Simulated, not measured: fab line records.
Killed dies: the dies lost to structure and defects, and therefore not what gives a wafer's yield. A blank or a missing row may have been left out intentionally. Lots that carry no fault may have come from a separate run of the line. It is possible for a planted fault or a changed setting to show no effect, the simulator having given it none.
Which tool was responsible? + flow nand_harc + 72 wafers from 24 lots sampled at 6 of the route's 1302 steps

## WHAT THE GAUGES READ, wafer by wafer
No reading from a measuring or inspecting step in the record can be judged against a usual standard deviation.

## WHICH TOOL RAN EACH LOT (tool, then ch and the chambers of the sampled wafers, then the start)
| lot  | NHARC_A_STAIRCASE_TRIM_193                    | NHARC_A_STAIRCASE_TRIM_196         | NHARC_A_STAIRCASE_ETCH_234                    | NHARC_A_STAIRCASE_TRIM_235                    | NHARC_A_STAIRCASE_ETCH_236                    | NHARC_A_STAIRCASE_STRIP_238          |
|------|-----------------------------------------------|------------------------------------|-----------------------------------------------|-----------------------------------------------|-----------------------------------------------|--------------------------------------|
| L074 | rie_diel-02 ch 0,1,3, day 16 05:26 or earlier | rie_diel-02 ch 0,1, day 16 05:26   | rie_diel-01 ch 1,2, day 16 11:39 or earlier   | rie_diel-01 ch 0,1,3, day 16 11:39 or earlier | rie_diel-01 ch 1,2,3, day 16 11:39 or earlier | plasma_asher-01 ch 0,1, day 16 11:39 |
| L075 | rie_diel-01 ch 2,3, day 16 09:14 or earlier   | rie_diel-10 ch 1,2,3, day 16 09:14 | rie_diel-10 ch 2,3, day 16 14:25 or earlier   | rie_diel-10 ch 1,2, day 16 14:25 or earlier   | rie_diel-10 ch 1,2,3, day 16 14:25 or earlier | plasma_asher-02 ch 0,1, day 16 14:25 |
| L076 | rie_diel-02 ch 0,1,3, day 17 01:34 or earlier | rie_diel-02 ch 0,1,3, day 17 01:34 | rie_diel-10 ch 0,1, day 17 07:01 or earlier   | rie_diel-10 ch 0,1, day 17 07:01 or earlier   | rie_diel-10 ch 0,1, day 17 07:01 or earlier   | plasma_asher-01 ch 0,1, day 17 07:01 |
| L078 | rie_diel-01 ch 0,3, day 17 11:25 or earlier   | rie_diel-01 ch 1,2,3, day 17 11:25 | rie_diel-10 ch 0,1,3, day 17 16:53 or earlier | rie_diel-10 ch 0,1, day 17 16:53 or earlier   | rie_diel-10 ch 0,1, day 17 16:53 or earlier   | plasma_asher-01 ch 0,1, day 17 16:53 |
| L077 | rie_diel-10 ch 0,1,3, day 17 12:34 or earlier | rie_diel-01 ch 0,1,3, day 17 12:34 | rie_diel-10 ch 0,1,2, day 17 18:00 or earlier | rie_diel-10 ch 0,1,2, day 17 18:00 or earlier | rie_diel-10 ch 1,2,3, day 17 18:00 or earlier | plasma_asher-01 ch 0,1, day 17 18:00 |
| L079 | rie_diel-10 ch 0,1,3, day 18 08:35 or earlier | rie_diel-10 ch 1,2,3, day 18 08:35 | rie_diel-01 ch 0,1,3, day 18 13:59 or earlier | rie_diel-01 ch 0,1,3, day 18 13:59 or earlier | rie_diel-01 ch 0,2,3, day 18 13:59 or earlier | plasma_asher-02 ch 0,1, day 18 13:59 |
| L080 | rie_diel-01 ch 0,2,3, day 18 11:58 or earlier | rie_diel-02 ch 0,2,3, day 18 11:58 | rie_diel-02 ch 0,1,3, day 18 16:46 or earlier | rie_diel-02 ch 0,1,2, day 18 16:46 or earlier | rie_diel-02 ch 0,2,3, day 18 16:46 or earlier | plasma_asher-02 ch 0,1, day 18 16:46 |
| L081 | rie_diel-02 ch 0,1,2, day 18 22:31 or earlier | rie_diel-02 ch 2,3, day 18 22:31   | rie_diel-01 ch 0,1,3, day 19 03:52 or earlier | rie_diel-01 ch 2,3, day 19 03:52 or earlier   | rie_diel-01 ch 1,2, day 19 03:52 or earlier   | plasma_asher-02 ch 0,1, day 19 03:52 |
| L083 | rie_diel-10 ch 0,2,3, day 19 12:26 or earlier | rie_diel-01 ch 0,1,3, day 19 12:26 | rie_diel-10 ch 0,1, day 19 17:10 or earlier   | rie_diel-10 ch 0,1,2, day 19 17:10 or earlier | rie_diel-10 ch 0,1, day 19 17:10 or earlier   | plasma_asher-02 ch 0,1, day 19 17:10 |
| L082 | rie_diel-10 ch 0,1,2, day 19 16:19 or earlier | rie_diel-02 ch 1,2, day 19 16:19   | rie_diel-01 ch 1,2,3, day 19 21:33 or earlier | rie_diel-01 ch 0,1,3, day 19 21:33 or earlier | rie_diel-01 ch 0,3, day 19 21:33 or earlier   | plasma_asher-01 ch 0,1, day 19 21:33 |
| L084 | rie_diel-01 ch 0,3, day 20 07:42 or earlier   | rie_diel-02 ch 0,2,3, day 20 07:42 | rie_diel-02 ch 0,1,3, day 20 14:22 or earlier | rie_diel-02 ch 0,1,2, day 20 14:22 or earlier | rie_diel-02 ch 0,2, day 20 14:22 or earlier   | plasma_asher-02 ch 0, day 20 14:22   |
| L085 | rie_diel-02 ch 1,2, day 20 17:01 or earlier   | rie_diel-02 ch 0,1,2, day 20 17:01 | rie_diel-01 ch 0,3, day 20 21:54 or earlier   | rie_diel-01 ch 0,2,3, day 20 21:54 or earlier | rie_diel-01 ch 2,3, day 20 21:54 or earlier   | plasma_asher-01 ch 0,1, day 20 21:54 |
| L086 | rie_diel-02 ch 0,1,3, day 21 02:32 or earlier | rie_diel-02 ch 1,2, day 21 02:32   | rie_diel-10 ch 0,3, day 21 07:22 or earlier   | rie_diel-10 ch 1,2,3, day 21 07:22 or earlier | rie_diel-10 ch 1,3, day 21 07:22 or earlier   | plasma_asher-01 ch 0,1, day 21 07:22 |
| L087 | rie_diel-10 ch 0,2, day 21 03:02 or earlier   | rie_diel-10 ch 0,1,2, day 21 03:02 | rie_diel-02 ch 0,1, day 21 07:49 or earlier   | rie_diel-02 ch 0,3, day 21 07:49 or earlier   | rie_diel-02 ch 1,2, day 21 07:49 or earlier   | plasma_asher-01 ch 0,1, day 21 07:49 |
| L089 | rie_diel-10 ch 1,2,3, day 21 23:32 or earlier | rie_diel-02 ch 0,2,3, day 21 23:32 | rie_diel-01 ch 1,2, day 22 04:23 or earlier   | rie_diel-01 ch 0,2,3, day 22 04:23 or earlier | rie_diel-01 ch 0,1,2, day 22 04:23 or earlier | plasma_asher-02 ch 0,1, day 22 04:23 |
| L088 | rie_diel-01 ch 0,2,3, day 22 01:31 or earlier | rie_diel-02 ch 0,2,3, day 22 01:31 | rie_diel-01 ch 1,2,3, day 22 06:21 or earlier | rie_diel-01 ch 1,3, day 22 06:21 or earlier   | rie_diel-01 ch 0,1,2, day 22 06:21 or earlier | plasma_asher-02 ch 1, day 22 06:21   |
| L091 | rie_diel-02 ch 1,2,3, day 22 22:44 or earlier | rie_diel-02 ch 1,2,3, day 22 22:44 | rie_diel-02 ch 1,2,3, day 23 03:47 or earlier | rie_diel-02 ch 0,1, day 23 03:47 or earlier   | rie_diel-02 ch 2,3, day 23 03:47 or earlier   | plasma_asher-02 ch 0,1, day 23 03:47 |
| L090 | rie_diel-10 ch 0,2, day 22 23:29 or earlier   | rie_diel-10 ch 1,2,3, day 22 23:29 | rie_diel-02 ch 1,2,3, day 23 04:45 or earlier | rie_diel-02 ch 1,3, day 23 04:45 or earlier   | rie_diel-02 ch 0,1,2, day 23 04:45 or earlier | plasma_asher-01 ch 0,1, day 23 04:45 |
| L092 | rie_diel-10 ch 0,1,2, day 23 14:17 or earlier | rie_diel-10 ch 0,1, day 23 14:17   | rie_diel-02 ch 0,1,2, day 23 20:27 or earlier | rie_diel-02 ch 2,3, day 23 20:27 or earlier   | rie_diel-02 ch 0,1, day 23 20:27 or earlier   | plasma_asher-01 ch 0,1, day 23 20:27 |
| L093 | rie_diel-02 ch 0,2, day 23 14:22 or earlier   | rie_diel-02 ch 0,2, day 23 14:22   | rie_diel-01 ch 0,1,2, day 23 21:23 or earlier | rie_diel-01 ch 0,1,3, day 23 21:23 or earlier | rie_diel-01 ch 0,1,2, day 23 21:23 or earlier | plasma_asher-02 ch 0,1, day 23 21:23 |
| L095 | rie_diel-10 ch 0,1,2, day 24 17:58 or earlier | rie_diel-10 ch 0,2,3, day 24 17:58 | rie_diel-10 ch 0,2,3, day 25 00:34 or earlier | rie_diel-10 ch 0,1,2, day 25 00:34 or earlier | rie_diel-10 ch 1,2,3, day 25 00:34 or earlier | plasma_asher-01 ch 0,1, day 25 00:34 |
| L094 | rie_diel-10 ch 0,2,3, day 24 18:51 or earlier | rie_diel-10 ch 1,2, day 24 18:51   | rie_diel-01 ch 0,3, day 25 00:09 or earlier   | rie_diel-01 ch 0,1,2, day 25 00:09 or earlier | rie_diel-01 ch 1,2,3, day 25 00:09 or earlier | plasma_asher-01 ch 0,1, day 25 00:09 |
| L097 | rie_diel-10 ch 0,1,3, day 25 05:30 or earlier | rie_diel-10 ch 0,3, day 25 05:30   | rie_diel-02 ch 0,3, day 25 10:57 or earlier   | rie_diel-02 ch 0,1,2, day 25 10:57 or earlier | rie_diel-02 ch 0,1, day 25 10:57 or earlier   | plasma_asher-02 ch 0,1, day 25 10:57 |
| L096 | rie_diel-01 ch 2,3, day 25 05:41 or earlier   | rie_diel-02 ch 1,2,3, day 25 05:41 | rie_diel-02 ch 0,1,3, day 25 10:34 or earlier | rie_diel-02 ch 0,1,3, day 25 10:34 or earlier | rie_diel-02 ch 1,2,3, day 25 10:34 or earlier | plasma_asher-01 ch 1, day 25 10:34   |
- NHARC_A_STAIRCASE_TRIM_193: chemistry O2, time 211.2 s.
- NHARC_A_STAIRCASE_TRIM_196: chemistry O2, time 211.2 s.
- NHARC_A_STAIRCASE_ETCH_234: etches the open film in C4F8/O2, target depth 100 nm, time 40.5 s.
- NHARC_A_STAIRCASE_TRIM_235: chemistry O2, time 211.2 s.
- NHARC_A_STAIRCASE_ETCH_236: etches the open film in C4F8/O2, target depth 100 nm, time 40.5 s.
- NHARC_A_STAIRCASE_STRIP_238: strips in O2.

## AS READ BY THE TOOLS THEMSELVES (means over the sampled wafers that have a number; for cases with no such wafer, the mark the record gives instead)
NHARC_A_STAIRCASE_TRIM_193. Usual: drypump_motor_current_A 5.7 A, standard deviation 0.37; oes_product_au 1.008 a.u., standard deviation 0.012; rf_vpp_V 57.9 V, standard deviation 0.9; showerhead_plenum_p_Torr 3.61 Torr, standard deviation 0.15; throttle_valve_pct 17.035 %, standard deviation 0.0098.
| lot  | tool        | drypump_motor_current_A (A) | oes_product_au (a.u.) | rf_vpp_V (V) | showerhead_plenum_p_Torr (Torr) | throttle_valve_pct (%) | flag |
|------|-------------|-----------------------------|-----------------------|--------------|---------------------------------|------------------------|------|
| L074 | rie_diel-02 | 6.0                         | 0.996                 | 58.8         | 3.59                            | 17.036                 |      |
| L075 | rie_diel-01 | 5.8                         | 0.999                 | 58.7         | 3.77                            | 17.032                 |      |
| L076 | rie_diel-02 | 6.0                         | 0.999                 | 57.8         | 3.59                            | 17.031                 |      |
| L078 | rie_diel-01 | 5.1                         | 1.006                 | 57.8         | 3.60                            | 17.034                 |      |
| L077 | rie_diel-10 | 5.7                         | 1.010                 | 58.5         | 3.65                            | 17.042                 |      |
| L079 | rie_diel-10 | 5.7                         | 1.011                 | 57.5         | 3.65                            | 17.027                 |      |
| L080 | rie_diel-01 | 5.4                         | 1.006                 | 57.9         | 3.68                            | 17.049                 |      |
| L081 | rie_diel-02 | 6.2                         | 1.011                 | 57.1         | 3.43                            | 17.041                 |      |
| L083 | rie_diel-10 | 5.6                         | 1.006                 | 58.1         | 3.74                            | 17.040                 |      |
| L082 | rie_diel-10 | 5.5                         | 1.023                 | 58.7         | 3.71                            | 17.035                 |      |
| L084 | rie_diel-01 | 5.4                         | 1.017                 | 57.6         | 3.67                            | 17.030                 |      |
| L085 | rie_diel-02 | 6.1                         | 1.013                 | 57.0         | 3.40                            | 17.031                 |      |
| L086 | rie_diel-02 | 6.0                         | 1.004                 | 57.5         | 3.57                            | 17.028                 |      |
| L087 | rie_diel-10 | 5.4                         | 1.013                 | 58.3         | 3.79                            | 17.042                 |      |
| L089 | rie_diel-10 | 5.7                         | 1.007                 | 57.9         | 3.65                            | 17.041                 |      |
| L088 | rie_diel-01 | 5.4                         | 1.003                 | 57.8         | 3.66                            | 17.037                 |      |
| L091 | rie_diel-02 | 6.0                         | 1.006                 | 58.3         | 3.53                            | 17.028                 |      |
| L090 | rie_diel-10 | 5.4                         | 1.009                 | 58.0         | 3.78                            | 17.030                 |      |
| L092 | rie_diel-10 | 5.5                         | 1.020                 | 58.0         | 3.69                            | 17.035                 |      |
| L093 | rie_diel-02 | 6.1                         | 1.010                 | 57.3         | 3.35                            | 17.034                 |      |
| L095 | rie_diel-10 | 5.5                         | 1.017                 | 58.3         | 3.69                            | 17.038                 |      |
| L094 | rie_diel-10 | 5.6                         | 1.005                 | 58.1         | 3.71                            | 17.028                 |      |
| L097 | rie_diel-10 | 5.8                         | 1.012                 | 57.9         | 3.63                            | 17.038                 |      |
| L096 | rie_diel-01 | 5.7                         | 0.993                 | 58.1         | 3.72                            | 17.036                 |      |

NHARC_A_STAIRCASE_TRIM_196. Usual: drypump_motor_current_A 5.8 A, standard deviation 0.35; oes_product_au 1.008 a.u., standard deviation 0.012; rf_vpp_V 58.0 V, standard deviation 0.92; showerhead_plenum_p_Torr 3.57 Torr, standard deviation 0.16; throttle_valve_pct 17.037 %, standard deviation 0.0096.
| lot  | tool        | drypump_motor_current_A (A) | oes_product_au (a.u.) | rf_vpp_V (V) | showerhead_plenum_p_Torr (Torr) | throttle_valve_pct (%) | flag |
|------|-------------|-----------------------------|-----------------------|--------------|---------------------------------|------------------------|------|
| L074 | rie_diel-02 | 6.2                         | 1.003                 | 58.0         | 3.51                            | 17.034                 |      |
| L075 | rie_diel-10 | 5.7                         | 1.014                 | 58.6         | 3.50                            | 17.039                 |      |
| L076 | rie_diel-02 | 6.0                         | 0.998                 | 57.0         | 3.59                            | 17.035                 |      |
| L078 | rie_diel-01 | 5.9                         | 1.009                 | 58.3         | 3.67                            | 17.039                 |      |
| L077 | rie_diel-01 | 5.5                         | 1.009                 | 57.8         | 3.59                            | 17.032                 |      |
| L079 | rie_diel-10 | 5.7                         | 0.999                 | 57.6         | 3.48                            | 17.033                 |      |
| L080 | rie_diel-02 | 5.9                         | 0.995                 | 58.1         | 3.51                            | 17.039                 |      |
| L081 | rie_diel-02 | 5.9                         | 0.996                 | 57.6         | 3.48                            | 17.038                 |      |
| L083 | rie_diel-01 | 5.5                         | 1.011                 | 58.2         | 3.58                            | 17.034                 |      |
| L082 | rie_diel-02 | 6.2                         | 1.008                 | 56.8         | 3.46                            | 17.038                 |      |
| L084 | rie_diel-02 | 5.9                         | 1.002                 | 57.9         | 3.51                            | 17.046                 |      |
| L085 | rie_diel-02 | 6.2                         | 1.015                 | 57.8         | 3.43                            | 17.043                 |      |
| L086 | rie_diel-02 | 6.2                         | 1.013                 | 58.0         | 3.46                            | 17.036                 |      |
| L087 | rie_diel-10 | 5.6                         | 1.010                 | 58.5         | 3.70                            | 17.041                 |      |
| L089 | rie_diel-02 | 5.9                         | 0.992                 | 58.0         | 3.50                            | 17.047                 |      |
| L088 | rie_diel-02 | 5.9                         | 1.003                 | 58.4         | 3.50                            | 17.042                 |      |
| L091 | rie_diel-02 | 5.9                         | 1.007                 | 58.2         | 3.53                            | 17.035                 |      |
| L090 | rie_diel-10 | 5.7                         | 1.018                 | 58.2         | 3.65                            | 17.037                 |      |
| L092 | rie_diel-10 | 5.6                         | 1.018                 | 57.7         | 3.60                            | 17.031                 |      |
| L093 | rie_diel-02 | 6.1                         | 1.014                 | 57.8         | 3.38                            | 17.049                 |      |
| L095 | rie_diel-10 | 5.6                         | 1.006                 | 58.3         | 3.71                            | 17.057                 |      |
| L094 | rie_diel-10 | 5.6                         | 1.021                 | 58.1         | 3.61                            | 17.033                 |      |
| L097 | rie_diel-10 | 5.8                         | 1.008                 | 57.7         | 3.66                            | 17.037                 |      |
| L096 | rie_diel-02 | 6.0                         | 1.015                 | 57.2         | 3.52                            | 17.035                 |      |

NHARC_A_STAIRCASE_ETCH_234. Usual: oes_product_au 0.950 a.u., standard deviation 0.013; rf_fwd_power_W 592 W, standard deviation 3.3; rf_vpp_V 898 V, standard deviation 5.9.
| lot  | tool        | oes_product_au (a.u.) | rf_fwd_power_W (W) | rf_vpp_V (V) | flag |
|------|-------------|-----------------------|--------------------|--------------|------|
| L074 | rie_diel-01 | 0.950                 | 590                | 898          |      |
| L075 | rie_diel-10 | 0.954                 | 592                | 892          |      |
| L076 | rie_diel-10 | 0.970                 | 592                | 902          |      |
| L078 | rie_diel-10 | 0.952                 | 593                | 901          |      |
| L077 | rie_diel-10 | 0.951                 | 595                | 896          |      |
| L079 | rie_diel-01 | 0.952                 | 593                | 898          |      |
| L080 | rie_diel-02 | 0.948                 | 589                | 899          |      |
| L081 | rie_diel-01 | 0.963                 | 590                | 898          |      |
| L083 | rie_diel-10 | 0.961                 | 593                | 899          |      |
| L082 | rie_diel-01 | 0.944                 | 591                | 900          |      |
| L084 | rie_diel-02 | 0.951                 | 591                | 898          |      |
| L085 | rie_diel-01 | 0.939                 | 589                | 902          |      |
| L086 | rie_diel-10 | 0.941                 | 590                | 903          |      |
| L087 | rie_diel-02 | 0.958                 | 589                | 894          |      |
| L089 | rie_diel-01 | 0.936                 | 591                | 897          |      |
| L088 | rie_diel-01 | 0.948                 | 590                | 900          |      |
| L091 | rie_diel-02 | 0.944                 | 592                | 895          |      |
| L090 | rie_diel-02 | 0.948                 | 591                | 896          |      |
| L092 | rie_diel-02 | 0.969                 | 589                | 891          |      |
| L093 | rie_diel-01 | 0.946                 | 593                | 897          |      |
| L095 | rie_diel-10 | 0.941                 | 593                | 903          |      |
| L094 | rie_diel-01 | 0.940                 | 591                | 897          |      |
| L097 | rie_diel-02 | 0.952                 | 589                | 896          |      |
| L096 | rie_diel-02 | 0.942                 | 591                | 897          |      |

NHARC_A_STAIRCASE_TRIM_235. Usual: drypump_motor_current_A 5.7 A, standard deviation 0.41; oes_product_au 1.006 a.u., standard deviation 0.012; rf_vpp_V 57.9 V, standard deviation 0.97; showerhead_plenum_p_Torr 3.58 Torr, standard deviation 0.16; throttle_valve_pct 17.037 %, standard deviation 0.0087.
| lot  | tool        | drypump_motor_current_A (A) | oes_product_au (a.u.) | rf_vpp_V (V) | showerhead_plenum_p_Torr (Torr) | throttle_valve_pct (%) | flag |
|------|-------------|-----------------------------|-----------------------|--------------|---------------------------------|------------------------|------|
| L074 | rie_diel-01 | 5.5                         | 1.016                 | 57.4         | 3.59                            | 17.040                 |      |
| L075 | rie_diel-10 | 5.5                         | 1.007                 | 57.0         | 3.38                            | 17.044                 |      |
| L076 | rie_diel-10 | 5.7                         | 1.018                 | 58.8         | 3.63                            | 17.033                 |      |
| L078 | rie_diel-10 | 5.7                         | 1.015                 | 57.8         | 3.62                            | 17.037                 |      |
| L077 | rie_diel-10 | 5.6                         | 1.012                 | 58.3         | 3.53                            | 17.023                 |      |
| L079 | rie_diel-01 | 5.5                         | 1.000                 | 57.6         | 3.58                            | 17.035                 |      |
| L080 | rie_diel-02 | 6.2                         | 1.006                 | 57.4         | 3.43                            | 17.024                 |      |
| L081 | rie_diel-01 | 5.8                         | 0.991                 | 58.4         | 3.76                            | 17.037                 |      |
| L083 | rie_diel-10 | 5.6                         | 1.008                 | 58.4         | 3.71                            | 17.031                 |      |
| L082 | rie_diel-01 | 5.5                         | 1.021                 | 57.5         | 3.57                            | 17.039                 |      |
| L084 | rie_diel-02 | 6.1                         | 1.014                 | 56.8         | 3.43                            | 17.040                 |      |
| L085 | rie_diel-01 | 5.5                         | 1.008                 | 58.6         | 3.67                            | 17.050                 |      |
| L086 | rie_diel-10 | 5.7                         | 1.008                 | 58.3         | 3.65                            | 17.028                 |      |
| L087 | rie_diel-02 | 5.7                         | 0.990                 | 59.5         | 3.65                            | 17.039                 |      |
| L089 | rie_diel-01 | 5.4                         | 1.003                 | 58.6         | 3.66                            | 17.036                 |      |
| L088 | rie_diel-01 | 6.0                         | 1.006                 | 58.3         | 3.55                            | 17.040                 |      |
| L091 | rie_diel-02 | 6.2                         | 1.021                 | 58.2         | 3.45                            | 17.038                 |      |
| L090 | rie_diel-02 | 5.8                         | 0.996                 | 57.4         | 3.67                            | 17.043                 |      |
| L092 | rie_diel-02 | 5.9                         | 1.004                 | 57.1         | 3.46                            | 17.031                 |      |
| L093 | rie_diel-01 | 5.5                         | 1.008                 | 57.5         | 3.56                            | 17.034                 |      |
| L095 | rie_diel-10 | 5.6                         | 1.014                 | 57.3         | 3.68                            | 17.033                 |      |
| L094 | rie_diel-01 | 5.6                         | 1.004                 | 58.3         | 3.56                            | 17.039                 |      |
| L097 | rie_diel-02 | 6.2                         | 1.016                 | 57.9         | 3.41                            | 17.046                 |      |
| L096 | rie_diel-02 | 5.9                         | 1.002                 | 57.4         | 3.56                            | 17.037                 |      |

NHARC_A_STAIRCASE_ETCH_236. Usual: oes_product_au 0.950 a.u., standard deviation 0.014; rf_fwd_power_W 592 W, standard deviation 3.8; rf_vpp_V 898 V, standard deviation 5.7.
| lot  | tool        | oes_product_au (a.u.) | rf_fwd_power_W (W) | rf_vpp_V (V) | flag |
|------|-------------|-----------------------|--------------------|--------------|------|
| L074 | rie_diel-01 | 0.959                 | 591                | 901          |      |
| L075 | rie_diel-10 | 0.964                 | 594                | 895          |      |
| L076 | rie_diel-10 | 0.951                 | 594                | 899          |      |
| L078 | rie_diel-10 | 0.960                 | 592                | 903          |      |
| L077 | rie_diel-10 | 0.948                 | 593                | 894          |      |
| L079 | rie_diel-01 | 0.949                 | 592                | 901          |      |
| L080 | rie_diel-02 | 0.952                 | 588                | 895          |      |
| L081 | rie_diel-01 | 0.950                 | 591                | 898          |      |
| L083 | rie_diel-10 | 0.965                 | 597                | 899          |      |
| L082 | rie_diel-01 | 0.952                 | 590                | 900          |      |
| L084 | rie_diel-02 | 0.953                 | 587                | 891          |      |
| L085 | rie_diel-01 | 0.941                 | 595                | 905          |      |
| L086 | rie_diel-10 | 0.955                 | 593                | 897          |      |
| L087 | rie_diel-02 | 0.950                 | 592                | 894          |      |
| L089 | rie_diel-01 | 0.954                 | 594                | 897          |      |
| L088 | rie_diel-01 | 0.945                 | 592                | 898          |      |
| L091 | rie_diel-02 | 0.927                 | 591                | 899          |      |
| L090 | rie_diel-02 | 0.941                 | 591                | 892          |      |
| L092 | rie_diel-02 | 0.971                 | 589                | 893          |      |
| L093 | rie_diel-01 | 0.955                 | 593                | 898          |      |
| L095 | rie_diel-10 | 0.944                 | 594                | 900          |      |
| L094 | rie_diel-01 | 0.931                 | 590                | 899          |      |
| L097 | rie_diel-02 | 0.953                 | 588                | 893          |      |
| L096 | rie_diel-02 | 0.945                 | 590                | 895          |      |

NHARC_A_STAIRCASE_STRIP_238. Usual: drypump_motor_current_A 5.6 A, standard deviation 0.68; heater_power_w 305 W, standard deviation 27.
| lot  | tool            | drypump_motor_current_A (A) | heater_power_w (W) | flag |
|------|-----------------|-----------------------------|--------------------|------|
| L074 | plasma_asher-01 | 4.9                         | 320                |      |
| L075 | plasma_asher-02 | 6.3                         | 309                |      |
| L076 | plasma_asher-01 | 5.1                         | 305                |      |
| L078 | plasma_asher-01 | 4.9                         | 322                |      |
| L077 | plasma_asher-01 | 5.1                         | 308                |      |
| L079 | plasma_asher-02 | 6.3                         | 302                |      |
| L080 | plasma_asher-02 | 6.3                         | 311                |      |
| L081 | plasma_asher-02 | 6.3                         | 288                |      |
| L083 | plasma_asher-02 | 6.3                         | 281                |      |
| L082 | plasma_asher-01 | 4.9                         | 318                |      |
| L084 | plasma_asher-02 | 6.2                         | 305                |      |
| L085 | plasma_asher-01 | 5.1                         | 309                |      |
| L086 | plasma_asher-01 | 4.9                         | 317                |      |
| L087 | plasma_asher-01 | 5.1                         | 307                |      |
| L089 | plasma_asher-02 | 6.3                         | 292                |      |
| L088 | plasma_asher-02 | 6.4                         | 273                |      |
| L091 | plasma_asher-02 | 6.3                         | 286                |      |
| L090 | plasma_asher-01 | 5.1                         | 309                |      |
| L092 | plasma_asher-01 | 4.9                         | 330                |      |
| L093 | plasma_asher-02 | 6.3                         | 289                |      |
| L095 | plasma_asher-01 | 4.9                         | 340                |      |
| L094 | plasma_asher-01 | 4.9                         | 336                |      |
| L097 | plasma_asher-02 | 6.3                         | 283                |      |
| L096 | plasma_asher-01 | 4.7                         | 359                |      |

## THE ANSWER, worked out from the rows above alone
Rule: lot off if the mean of its wafers having a number is beyond 3 standard deviations from the usual mean. Also off: a lot with no number at a reading for which 4 or more lots have one. All remaining lots with rows at the step are treated as sound. After the gauges, taken in route order, come the tools' own readings; for these a lot's mean is taken, as printed above. At the first step where some lot is off, the reading lying furthest off is the one used; lots without a number count as furthest.
Across all readings shown, no lot is off: no conclusion can be drawn from this.

## WHAT WAS PUT IN BY THE SIMULATOR
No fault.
